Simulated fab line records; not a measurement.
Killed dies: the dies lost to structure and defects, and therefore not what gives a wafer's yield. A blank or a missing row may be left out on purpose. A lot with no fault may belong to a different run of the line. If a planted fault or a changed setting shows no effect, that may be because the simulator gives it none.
Split-lot experiment :: flow n5-finfet :: 39 wafers read across 7 lots, on a route 1938 steps long

== THE SPLIT ITSELF ==
At N5_BEOL_M11_ILD_DEP_00 (deposits SiCOH lowk from DEMS/porogen, target thk 308.51 nm, time 58 s), the setting time-s was moved away from the recipe's 58 s on 15 of the 39 wafers read, by -39.7% to +56.1%. The other wafers ran this setting at the recipe's value.

== FROM SPLIT TO READING: 1 step shown by the file between the two ==
- N5_BEOL_M11_CURE_71: cures SiCOH lowk, time 240 s

== THE READING ==
M11_ILD_THK, in nm, at N5_BEOL_M11_THK_MEAS_01. Fault-free wafers of this fab line usually give 267 nm, standard deviation 4 nm.

wafer: L078.1
tool, chamber at the split: pecvd-01, 1
time-s as run, s: 47.36
against the recipe: -18.3%
M11_ILD_THK, nm: 218
against lot-mates on the recipe: -48

wafer: L078.2
tool, chamber at the split: pecvd-01, 2
time-s as run, s: 58
against the recipe: recipe
M11_ILD_THK, nm: 266
against lot-mates on the recipe: -

wafer: L078.3
tool, chamber at the split: pecvd-01, 0
time-s as run, s: 58
against the recipe: recipe
M11_ILD_THK, nm: 265
against lot-mates on the recipe: -

wafer: L078.4
tool, chamber at the split: pecvd-01, 2
time-s as run, s: 58
against the recipe: recipe
M11_ILD_THK, nm: 267
against lot-mates on the recipe: -

wafer: L078.5
tool, chamber at the split: pecvd-01, 0
time-s as run, s: 47.36
against the recipe: -18.3%
M11_ILD_THK, nm: 220
against lot-mates on the recipe: -46

wafer: L078.6
tool, chamber at the split: pecvd-01, 1
time-s as run, s: 47.36
against the recipe: -18.3%
M11_ILD_THK, nm: 220
against lot-mates on the recipe: -46

wafer: L081.1
tool, chamber at the split: pecvd-02, 1
time-s as run, s: 58
against the recipe: recipe
M11_ILD_THK, nm: 268
against lot-mates on the recipe: -

wafer: L081.2
tool, chamber at the split: pecvd-02, 0
time-s as run, s: 58
against the recipe: recipe
M11_ILD_THK, nm: 264
against lot-mates on the recipe: -

wafer: L081.3
tool, chamber at the split: pecvd-02, 2
time-s as run, s: 58
against the recipe: recipe
M11_ILD_THK, nm: 264
against lot-mates on the recipe: -

wafer: L081.4
tool, chamber at the split: pecvd-02, 1
time-s as run, s: 58
against the recipe: recipe
M11_ILD_THK, nm: 273
against lot-mates on the recipe: -

wafer: L081.5
tool, chamber at the split: pecvd-02, 0
time-s as run, s: 58
against the recipe: recipe
M11_ILD_THK, nm: 269
against lot-mates on the recipe: -

wafer: L081.6
tool, chamber at the split: pecvd-02, 2
time-s as run, s: 58
against the recipe: recipe
M11_ILD_THK, nm: 268
against lot-mates on the recipe: -

wafer: L083.2
tool, chamber at the split: pecvd-02, 2
time-s as run, s: 58
against the recipe: recipe
M11_ILD_THK, nm: 264
against lot-mates on the recipe: -

wafer: L083.4
tool, chamber at the split: pecvd-02, 2
time-s as run, s: 58
against the recipe: recipe
M11_ILD_THK, nm: 268
against lot-mates on the recipe: -

wafer: L083.5
tool, chamber at the split: pecvd-02, 0
time-s as run, s: 58
against the recipe: recipe
M11_ILD_THK, nm: 271
against lot-mates on the recipe: -

wafer: L086.1
tool, chamber at the split: pecvd-02, 1
time-s as run, s: 58
against the recipe: recipe
M11_ILD_THK, nm: 271
against lot-mates on the recipe: -

wafer: L086.2
tool, chamber at the split: pecvd-02, 2
time-s as run, s: 90.51
against the recipe: +56.1%
M11_ILD_THK, nm: 414
against lot-mates on the recipe: +144

wafer: L086.3
tool, chamber at the split: pecvd-02, 0
time-s as run, s: 90.51
against the recipe: +56.1%
M11_ILD_THK, nm: 416
against lot-mates on the recipe: +146

wafer: L086.4
tool, chamber at the split: pecvd-02, 1
time-s as run, s: 58
against the recipe: recipe
M11_ILD_THK, nm: 273
against lot-mates on the recipe: -

wafer: L086.5
tool, chamber at the split: pecvd-02, 2
time-s as run, s: 58
against the recipe: recipe
M11_ILD_THK, nm: 266
against lot-mates on the recipe: -

wafer: L086.6
tool, chamber at the split: pecvd-02, 0
time-s as run, s: 90.51
against the recipe: +56.1%
M11_ILD_THK, nm: 423
against lot-mates on the recipe: +153

wafer: L089.1
tool, chamber at the split: pecvd-04, 2
time-s as run, s: 58
against the recipe: recipe
M11_ILD_THK, nm: 261
against lot-mates on the recipe: -

wafer: L089.2
tool, chamber at the split: pecvd-04, 1
time-s as run, s: 58
against the recipe: recipe
M11_ILD_THK, nm: 257
against lot-mates on the recipe: -

wafer: L089.3
tool, chamber at the split: pecvd-04, 0
time-s as run, s: 79.87
against the recipe: +37.7%
M11_ILD_THK, nm: 357
against lot-mates on the recipe: +96

wafer: L089.4
tool, chamber at the split: pecvd-04, 0
time-s as run, s: 58
against the recipe: recipe
M11_ILD_THK, nm: 264
against lot-mates on the recipe: -

wafer: L089.5
tool, chamber at the split: pecvd-04, 2
time-s as run, s: 79.87
against the recipe: +37.7%
M11_ILD_THK, nm: 367
against lot-mates on the recipe: +106

wafer: L089.6
tool, chamber at the split: pecvd-04, 1
time-s as run, s: 79.87
against the recipe: +37.7%
M11_ILD_THK, nm: 369
against lot-mates on the recipe: +108

wafer: L095.1
tool, chamber at the split: pecvd-01, 1
time-s as run, s: 58
against the recipe: recipe
M11_ILD_THK, nm: 267
against lot-mates on the recipe: -

wafer: L095.2
tool, chamber at the split: pecvd-01, 0
time-s as run, s: 34.95
against the recipe: -39.7%
M11_ILD_THK, nm: 161
against lot-mates on the recipe: -108

wafer: L095.3
tool, chamber at the split: pecvd-01, 2
time-s as run, s: 34.95
against the recipe: -39.7%
M11_ILD_THK, nm: 165
against lot-mates on the recipe: -104

wafer: L095.4
tool, chamber at the split: pecvd-01, 0
time-s as run, s: 58
against the recipe: recipe
M11_ILD_THK, nm: 270
against lot-mates on the recipe: -

wafer: L095.5
tool, chamber at the split: pecvd-01, 1
time-s as run, s: 58
against the recipe: recipe
M11_ILD_THK, nm: 271
against lot-mates on the recipe: -

wafer: L095.6
tool, chamber at the split: pecvd-01, 2
time-s as run, s: 34.95
against the recipe: -39.7%
M11_ILD_THK, nm: 169
against lot-mates on the recipe: -100

wafer: L096.1
tool, chamber at the split: pecvd-02, 1
time-s as run, s: 73.88
against the recipe: +27.4%
M11_ILD_THK, nm: 342
against lot-mates on the recipe: +69

wafer: L096.2
tool, chamber at the split: pecvd-02, 0
time-s as run, s: 73.88
against the recipe: +27.4%
M11_ILD_THK, nm: 347
against lot-mates on the recipe: +74

wafer: L096.3
tool, chamber at the split: pecvd-02, 2
time-s as run, s: 58
against the recipe: recipe
M11_ILD_THK, nm: 270
against lot-mates on the recipe: -

wafer: L096.4
tool, chamber at the split: pecvd-02, 2
time-s as run, s: 58
against the recipe: recipe
M11_ILD_THK, nm: 273
against lot-mates on the recipe: -

wafer: L096.5
tool, chamber at the split: pecvd-02, 0
time-s as run, s: 58
against the recipe: recipe
M11_ILD_THK, nm: 275
against lot-mates on the recipe: -

wafer: L096.6
tool, chamber at the split: pecvd-02, 1
time-s as run, s: 73.88
against the recipe: +27.4%
M11_ILD_THK, nm: 346
against lot-mates on the recipe: +73

THE FIT
A straight line over all 39 wafers: M11_ILD_THK changes by +2.64 nm for each +1% of time-s; r = +1.00; the points scatter about the line by 4.4 nm.
The same after taking each lot's own level away (the mean of its wafers on the recipe; 39 wafers): +2.65 nm for each +1%; r = +1.00; scatter 3.2 nm.
The reading moves by 1.5e+02 nm for the largest change in time-s, on that fit.
The lots' own levels span 260.7 to 272.7 nm, that is 3.0 times the standard deviation above.
Hence the lot-to-lot level has little effect on the slope; both slopes agree.
Check: with one of the wafers moved furthest among these (+56.1%) left out of the fit, the line predicts +150 nm for it against its lot-mates. Against them it came out at +144 nm.

== FURTHER SPLITS ON THESE WAFERS ==
Other splits were also applied to these wafers ahead of the reading. Each is held against what the fit with the lots' levels taken away leaves over:
other split on the same wafers: N5_BEOL_M7_ILD_DEP_00 time-s
wafers away from the commonest value: 18
r with M11_ILD_THK (lot level and that fit taken away): -0.33

== THE WHOLE CHAIN: every reading that the file lists as answering this split, in the file's order ==
step: N5_BEOL_M11_ILD_DEP_00
what it does: deposits SiCOH lowk from DEMS/porogen, target thk 308.51 nm, time 58 s
reading: SiCOH_lowk_of_BEOL_M11_ILD_DEP_00.thk-nm (the simulator's own value, which no gauge read)
change (the file's fit): +2.99 nm for each +1% of the setting
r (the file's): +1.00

step: N5_BEOL_M11_CURE_71
what it does: cures SiCOH lowk, time 240 s
reading: SiCOH_lowk_of_BEOL_M11_ILD_DEP_00.thk-nm (the simulator's own value, which no gauge read)
change (the file's fit): +2.65 nm for each +1% of the setting
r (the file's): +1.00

step: N5_BEOL_M11_THK_MEAS_01
what it does: 
reading: M11_ILD_THK
change (the file's fit): +2.65 for each +1% of the setting
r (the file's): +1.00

== FILE'S OWN FIT ==
M11_ILD_THK changes by +2.65 nm for each +1% of time-s, r = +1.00.
